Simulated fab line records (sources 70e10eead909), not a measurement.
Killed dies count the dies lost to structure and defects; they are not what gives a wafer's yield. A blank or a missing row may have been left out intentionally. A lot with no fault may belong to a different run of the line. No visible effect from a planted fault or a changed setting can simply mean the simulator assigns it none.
Struck lot and sound lot, side by side | flow nand harc | 41 steps out of a route of 1302
Sound: the wafers L728.3, L728.5, L728.6. Struck: wafers L736.2, L736.4, L736.6. Last of all comes the cause.
Each step with rows lists, per side, the tool, then ch with its chambers, then its first start. Under that, the readings that differ: sound wafers | struck wafers | difference of the means | sigmas: that difference in standard deviations of wafers without a fault.
alike: readings with means less than 2 such deviations apart, plus words and numbers identical on both sides. not compared: withheld readings, readings lacking a value on some wafer, bounds such as >300 that could conceal the same value, and numbers that have no deviation in the record and whose values overlap.
The two part at a step that has a row with sigmas, a row that says differs or no value, or rows on one side only. Non-overlapping numbers with no deviation appear without sigmas and do not part them. A reading missing from all wafers of one side parts the sides only when that side holds two or more wafers.

first, 3 steps without rows for these wafers: NHARC_A_CHANNEL_HOLE_D2_STRIP_41 (strips in N2/H2); NHARC_A_CHANNEL_HOLE_D2_STRIP_42 (strips in CF4/CHF3); NHARC_A_CHANNEL_HOLE_D2_STRIP_43 (strips in O2/COS).
NHARC_A_CHANNEL_HOLE_D2_ETCH_44: etches the open film in CF4/O2, target depth 140 nm, overetch 14 nm, time 77 s.
  sound on rie diel-07 ch 0,2,3, day 15 19:19; struck on rie diel-13 ch 0,2,3, day 19 16:20
  alike: drypump motor current A, mfc ar sccm, oes_o_777_au, oes product au, rf vpp V, showerhead plenum p Torr, throttle valve pct
  not compared: rf hours counter h
then, 3 steps without rows for these wafers: NHARC_A_CHANNEL_HOLE_D2_STRIP_28 (strips in O2); NHARC_A_CHANNEL_HOLE_D2_PRECLEAN_29 (cleans in SC1); NHARC_A_CHANNEL_HOLE_D2_SRD_30.
NHARC_A_CHANNEL_HOLE_D2_CD_MEAS_31:
  sound on cd sem-01, day 15 20:05; struck on cd sem-03, day 19 17:07
  alike: cd nm
next, for these wafers, 1 step has no rows: NHARC_A_CHANNEL_HOLE_D2_XSEM_32.
NHARC_A_CHANNEL_HOLE_D2_INSPECT_40:
  sound on defect inspect-02, day 15 20:17; struck on defect inspect-02, day 19 17:19
  reading          | sound       | struck      | difference | sigmas
  raw defect count | 482 563 491 | 238 215 381 | -234       | -3
then, 2 steps without rows for these wafers: NHARC_A_CHANNEL_FILL_D2_PRECLEAN_00 (cleans in SC1); NHARC_A_CHANNEL_FILL_D2_SRD_01.
NHARC_A_CHANNEL_FILL_D2_ALD_02: deposits SiO2, target thk 6 nm, pulse time 10 s, ald cycles 60.
  sound on ald hk-01 ch 0,3, day 15 20:32; struck on ald hk-02 ch 0,2, day 19 17:35
  no value came back on the struck wafers for ald cycles, heater power outer w (W), heater power w (W), precursor pulse height rel; on the sound wafers ald cycles reads 60 60 60
NHARC_A_CHANNEL_FILL_D2_ALD_03: deposits SiNx, target thk 6 nm, pulse time 60 s, ald cycles 58.
  sound: ald sin batch-03 ch 0; struck: ald sin batch-03 ch 0
  alike: chamber pressure Torr, precursor pulse height rel
then, 12 steps without rows for these wafers: NHARC_A_CHANNEL_FILL_D2_ALD_14 (deposits SiO2, target thk 2.5 nm, pulse time 10 s, ald cycles 25); NHARC_A_CHANNEL_FILL_D2_ALD_15 (deposits SiNx, target thk 2 nm, pulse time 60 s, ald cycles 19); NHARC_A_CHANNEL_FILL_D2_ALD_16 (deposits SiO2, target thk 1.5 nm, pulse time 10 s, ald cycles 15); NHARC_A_CHANNEL_FILL_D2_ANNEAL_17 (time 1800 s); NHARC_A_CHANNEL_FILL_D2_CVD_18 (deposits poly-Si, target thk 3 nm); NHARC_A_CHANNEL_FILL_D2_ETCHBACK_19 (etches the open film in HBr/Cl2, target depth 5 nm, time 1.7 s); NHARC_A_CHANNEL_FILL_D2_ETCHBACK_20 (etches the open film in C4F8/O2/Ar, target depth 27 nm, time 13.5 s); NHARC_A_CHANNEL_FILL_D2_STRIP_28 (strips in O2, time 20 s); NHARC_A_CHANNEL_FILL_D2_PRECLEAN_21 (cleans in dHF, time 30 s); NHARC_A_CHANNEL_FILL_D2_SRD_23; NHARC_A_CHANNEL_FILL_D2_CVD_05 (deposits poly-Si, target thk 5 nm); NHARC_A_CHANNEL_FILL_D2_ANNEAL_22 (time 7200 s).
NHARC_A_CHANNEL_FILL_D2_ALD_25: deposits SiOx, target thk 60 nm, pulse time 10 s, ald cycles 600.
  sound on ald hk-02 ch 1,2, day 17 09:10; struck on ald hk-04 ch 0,2, day 21 08:35
  alike: heater power outer w, heater power w, precursor pulse height rel
then, 5 steps without rows for these wafers: NHARC_A_CHANNEL_FILL_D2_ETCHBACK_08 (etches the open film in C4F8, target depth 220 nm, time 110 s); NHARC_A_CHANNEL_FILL_D2_STRIP_29 (strips in O2, time 20 s); NHARC_A_CHANNEL_FILL_D2_PRECLEAN_30 (cleans in dHF, time 30 s); NHARC_A_CHANNEL_FILL_D2_SRD_31; NHARC_A_CHANNEL_FILL_D2_CVD_09 (deposits poly-Si, target thk 150 nm, time 3000 s).
NHARC_A_CHANNEL_FILL_D2_CMP_10: polishes, target thk 150 nm.
  sound on cmp-02 ch 1,2,3, day 17 19:59; struck on cmp-03 ch 0,3, day 21 19:55
  alike: motor current A, slurry flow ml min, time to endpoint s
then, 2 steps without rows for these wafers: NHARC_A_CHANNEL_FILL_D2_SRD_12; NHARC_A_CHANNEL_FILL_D2_RTA_24 (time 5 s).
NHARC_A_CHANNEL_FILL_D2_INSPECT_13:
  sound on defect inspect-02, day 17 20:32; struck on defect inspect-02, day 21 20:30
  alike: raw defect count
NHARC_A_STAIRCASE_DEP_156: deposits SiNx, target thk 50 nm.
  sound on pecvd-02 ch 0,2, day 17 20:39; struck on pecvd-03 ch 0,1,2, day 21 20:40
  alike: heater power w
then, 2 steps without rows for these wafers: NHARC_A_STAIRCASE_DEHYDRATE_158 (time 120 s); NHARC_A_STAIRCASE_HMDS_159 (time 30 s).
-- the record jumps here: 9 days lie between the struck wafers' starts before and after (it left off in module A_STAIRCASE and takes up again in module END, whose first step shown is number 1301 of the route) --
NHARC_END_WLT_00:
  sound on prober-01, day 26 04:04; struck on prober-01, day 30 14:20
  reading                           | sound             | struck            | difference | sigmas
  VT_DECK1_BOTTOM                   | 0.866 0.860 0.872 | 5.952 6.021 6.018 | +5.131     | +99 or more
  VT_DECK1_BOTTOM_INNER             | 0.873 0.872 0.878 | 5.992 6.019 5.974 | +5.121     | +99 or more
  VT_DECK1_MEDIAN_NEAR_BOTTOM       | 0.865 0.868 0.885 | 6.004 6.006 5.983 | +5.125     | +99 or more
  VT_DECK1_MEDIAN_NEAR_BOTTOM_INNER | 0.864 0.866 0.878 | 6.032 5.986 5.949 | +5.120     | +99 or more
  VT_DECK1_MIDDLE                   | 0.889 0.884 0.881 | 6.014 5.977 6.048 | +5.128     | +99 or more
  VT_DECK1_MIDDLE_INNER             | 0.887 0.878 0.885 | 6.004 5.973 6.004 | +5.110     | +99 or more
  VT_DECK1_TOP                      | 0.894 0.892 0.893 | 6.015 5.985 5.997 | +5.106     | +99 or more
  VT_DECK1_TOP_INNER                | 0.895 0.893 0.901 | 6.009 5.986 6.005 | +5.104     | +99 or more
  VT_DECK2_BOTTOM                   | 0.872 0.876 0.884 | 5.974 6.000 5.965 | +5.102     | +99 or more
  VT_DECK2_BOTTOM_INNER             | 0.871 0.881 0.874 | 6.012 6.039 5.990 | +5.138     | +99 or more
  VT_DECK2_MEDIAN_NEAR_BOTTOM       | 0.869 0.879 0.879 | 6.048 6.011 5.979 | +5.137     | +99 or more
  VT_DECK2_MEDIAN_NEAR_BOTTOM_INNER | 0.869 0.881 0.878 | 5.911 6.045 5.982 | +5.103     | +99 or more
  VT_DECK2_MIDDLE                   | 0.888 0.894 0.896 | 6.023 6.036 5.982 | +5.121     | +99 or more
  VT_DECK2_MIDDLE_INNER             | 0.880 0.888 0.881 | 6.004 5.986 5.981 | +5.107     | +99 or more
  VT_DECK2_TOP                      | 0.898 0.899 0.895 | 6.014 6.021 5.976 | +5.106     | +99 or more
  VT_DECK2_TOP_INNER                | 0.899 0.908 0.900 | 5.982 5.975 6.009 | +5.086     | +99 or more
  not compared: hold
NHARC_END_SORT_01:
  the record has rows for the sound wafers here (prober-01 ch 0, day 26 07:39) and none for the struck ones

== WHERE THEY PART ==
Last at NHARC_END_SORT_01 as far as this record goes, first at NHARC_A_CHANNEL_HOLE_D2_INSPECT_40.

WHY: what the simulator had put in
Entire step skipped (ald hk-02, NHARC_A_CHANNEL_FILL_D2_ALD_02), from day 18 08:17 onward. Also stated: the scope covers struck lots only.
